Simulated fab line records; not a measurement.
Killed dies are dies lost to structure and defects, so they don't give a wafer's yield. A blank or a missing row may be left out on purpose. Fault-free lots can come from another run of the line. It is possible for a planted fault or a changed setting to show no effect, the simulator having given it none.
Comparing a struck lot with a sound one -- flow nand-harc -- 41 out of 1302 route steps
Sound: the wafers L433.2, L433.5, L433.6. Wafers L443.1, L443.2, L443.4 were the ones struck. At the end, the cause is stated.
Per side, at each step with rows, come the tool, then ch with its chambers, and then its first start. Under that, the readings that differ: sound wafers -- struck wafers -- difference of the means -- sigmas: that difference in standard deviations of wafers without a fault.
alike: same words and numbers on both sides, and readings whose means sit less than 2 such deviations apart. not compared: any withheld reading, any reading some wafer has no value for, any bound like >300 that may hide the same value, and any number with overlapping values for which the record gives no deviation.
A row with sigmas, a row that says differs or no value, or rows on one side alone: a step with any of these is where the two part. Numbers that don't overlap but have no deviation are shown without sigmas and don't part them. A reading missing from all wafers of one side parts the sides only when that side holds two or more wafers.

first, 5 steps without rows for these wafers: NHARC_P_M2_SOFTBAKE_04 (time 55 s); NHARC_P_M2_EBR_05; NHARC_P_M2_EXPOSE_06 (exposes mask P M2, target cd 170 nm); NHARC_P_M2_PEB_07 (peb time 65 s); NHARC_P_M2_DEVELOP_08 (develop time 35 s).
NHARC_P_M2_CD_MEAS_09: target cd 170 nm.
  sound on cd-sem-01 ch 0, day 7 16:01; struck on cd-sem-02 ch 0, day 12 16:00
  alike: cd-nm
NHARC_P_M2_OVL_MEAS_10: pitch 340 nm.
  sound: overlay-02 at day 7 16:06; struck: overlay-02 at day 12 16:05
  alike: overlay-x-nm, overlay-y-nm
NHARC_P_M2_INSPECT_11:
  sound: defect-inspect-02 at day 7 16:08; struck: defect-inspect-02 at day 12 16:08
  alike: raw-defect-count
then, 1 step without rows for these wafers: NHARC_P_M2_DESCUM_14 (chemistry O2, time 3 s).
NHARC_P_M2_ETCH_35: etches the open film in N2/H2, target depth 40 nm, overetch 12 nm, time 43.94 s.
  sound on rie-diel-01 ch 0,2,3, day 7 16:18; struck on rie-diel-01 ch 0,1,2, day 12 16:16
  alike: drypump-motor-current-A, oes-product-au, rf-vpp-V, showerhead-plenum-p-Torr, throttle-valve-pct
  not compared: rf-hours-counter-h
then, 1 step without rows for these wafers: NHARC_P_M2_ETCH_15 (etches the open film in C4F8/Ar, target depth 182.5 nm, time 91.2 s).
NHARC_P_M2_CD_MEAS_16:
  sound: cd-sem-01 at day 7 16:30; struck: cd-sem-02 at day 12 16:29
  alike: cd-nm
NHARC_P_M2_STRIP_18: strips in N2/H2.
  sound on rie-diel-12 ch 1,2, day 7 16:34; struck on rie-diel-04 ch 0,1,3, day 12 16:34
  alike: drypump-motor-current-A, oes-product-au, rf-vpp-V, showerhead-plenum-p-Torr, throttle-valve-pct
  not compared: rf-hours-counter-h
then, 3 steps without rows for these wafers: NHARC_P_M2_ETCH_28 (etches the open film in CF4/N2, target depth 30 nm, time 72.99 s); NHARC_P_M2_STRIP_19 (strips in post etch residue remover, time 600 s); NHARC_P_M2_DEGAS_29 (time 60 s).
NHARC_P_M2_PRE_CLEAN_30: time 30 s.
  sound on pvd-sputter-02; struck on pvd-sputter-03
  alike: heater-power-w
then, 1 step without rows for these wafers: NHARC_P_M2_PVD_20 (deposits TaN, target thk 5 nm, time 8.06 s).
NHARC_P_M2_PVD_21: deposits Cu, target thk 30 nm, time 20.49 s.
  sound on pvd-sputter-02; struck on pvd-sputter-03
  alike: throttle-valve-pct
then, 3 steps without rows for these wafers: NHARC_P_M2_ECD_22 (material Cu, target thk 400 nm); NHARC_P_M2_ANNEAL_31 (time 90 s); NHARC_P_M2_CMP_23 (polishes, t overpolish 20 s, target thk 144.3 nm).
NHARC_P_M2_THK_MEAS_24: measures by xrf.
  sound: film-metro-02 at day 7 18:37; struck: film-metro-02 at day 12 18:38
  alike: thk-nm
then, 2 steps without rows for these wafers: NHARC_P_M2_SRD_25; NHARC_P_M2_PRE_CLEAN_32 (time 12 s).
NHARC_P_M2_DEP_33: deposits SiCN, target thk 30 nm.
  sound on pecvd-03 ch 1,2, day 7 18:59; struck on pecvd-01 ch 0,1,2, day 12 18:56
  alike: chamber-pressure-Torr, heater-power-w, showerhead-vpp-V
then, 1 step without rows for these wafers: NHARC_P_BONDPAD_DEP_00 (deposits SiCN, target thk 250 nm).
NHARC_P_BONDPAD_CMP_32: polishes SiCN, target thk 200 nm.
  sound on cmp-02 ch 2,3, day 7 19:46; struck on cmp-04 ch 0,1,3, day 12 19:46
  alike: edge-zone-pressure-frac, motor-current-A, retaining-ring-pressure-frac, slurry-filter-dp-kPa
NHARC_P_BONDPAD_THK_MEAS_33: measures by ellipsometry.
  sound: film-metro-01 at day 7 19:59; struck: film-metro-02 at day 12 20:01
  alike: thk-nm
then, 10 steps without rows for these wafers: NHARC_P_BONDPAD_SRD_34; NHARC_P_BONDPAD_DEHYDRATE_01 (time 120 s); NHARC_P_BONDPAD_HMDS_02 (time 30 s); NHARC_P_BONDPAD_COAT_36 (time 65 s); NHARC_P_BONDPAD_COAT_03 (resist thk 600 nm); NHARC_P_BONDPAD_SOFTBAKE_04 (time 70 s); NHARC_P_BONDPAD_EBR_05; NHARC_P_BONDPAD_EXPOSE_06 (exposes mask P BPAD); NHARC_P_BONDPAD_PEB_07 (peb time 80 s); NHARC_P_BONDPAD_DEVELOP_08 (time 50 s).
NHARC_P_BONDPAD_CD_MEAS_09: target cd 500 nm.
  sound on cd-sem-01 ch 0, day 7 20:33; struck on cd-sem-02 ch 0, day 12 20:27
  alike: cd-nm
-- break in the record here, with 18 days between the starts of the struck wafers on either side (left off in module P_BONDPAD, picked up again in module END, where the first step shown is number 1302 on the route) --
NHARC_END_SORT_01:
  at this point the record logs the struck wafers (prober-02 ch 0, day 30 18:29) and has no rows for the sound ones

## WHERE THEY PART
Within this record, at NHARC_END_SORT_01 only.

WHY: what had been put in by the simulator
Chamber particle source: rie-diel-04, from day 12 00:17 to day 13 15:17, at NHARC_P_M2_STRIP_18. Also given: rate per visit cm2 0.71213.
